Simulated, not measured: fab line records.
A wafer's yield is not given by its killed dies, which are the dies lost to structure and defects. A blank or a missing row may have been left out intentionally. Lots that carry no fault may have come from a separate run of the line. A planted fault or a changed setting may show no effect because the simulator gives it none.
Matching of chambers | flow n5Finfet | N5_BEOL_M1_ALD_84 on aldMetal-04: 3 sister chambers
The step deposits TaN, pulse time 2 s, purge time 3 s, co reactant purge time 2 s. 6 wafers are shown with their chamber, then 7 later ones without.

## WAFERS, EACH WITH ITS CHAMBER
wafer  | chamber | heaterPowerW (W) | chamberPressureTorr (Torr)
L084.5 | 2       | 498              | 2.991
L084.6 | 1       | 457              | 3.004
L089.1 | 1       | 460              | 3.001
L089.2 | 3       | 353              | 2.996
L089.6 | 2       | 518              | 3.002
L091.4 | 3       | 349              | 3.000

## WAFERS WITHOUT THEIR CHAMBER
wafer  | heaterPowerW (W) | chamberPressureTorr (Torr)
L091.5 | 513              | 2.997
L091.6 | 351              | 3.004
L092.1 | 502              | 3.007
L092.3 | 362              | 3.005
L092.4 | 468              | 3.000
L096.5 | 505              | 2.989
L096.6 | 464              | 3.011

## EACH ONE'S CHAMBER
wafer  | from the rows above | in truth
L091.5 | 2                   | 2
L091.6 | 3                   | 3
L092.1 | 2                   | 2
L092.3 | 3                   | 3
L092.4 | 1                   | 1
L096.5 | 2                   | 2
L096.6 | 1                   | 1
7 of 7 placed correctly. Not placeable from these rows: 0. Placed wrongly: 0.
How it was worked out, from the rows above alone: a wafer's distance from a chamber is the root of the sum, over the readings, of the square of ((its reading less the chamber's mean) divided by the reading's scatter). If the next closest chamber is less than 2 further off than the closest, the wafer can't be placed; otherwise it belongs to the closest. A chamber's mean is the mean of its shown wafers. The scatter: take each reading less its chamber's mean, square it, sum over the shown wafers, divide by the number of wafers less the number of chambers, and take the root.
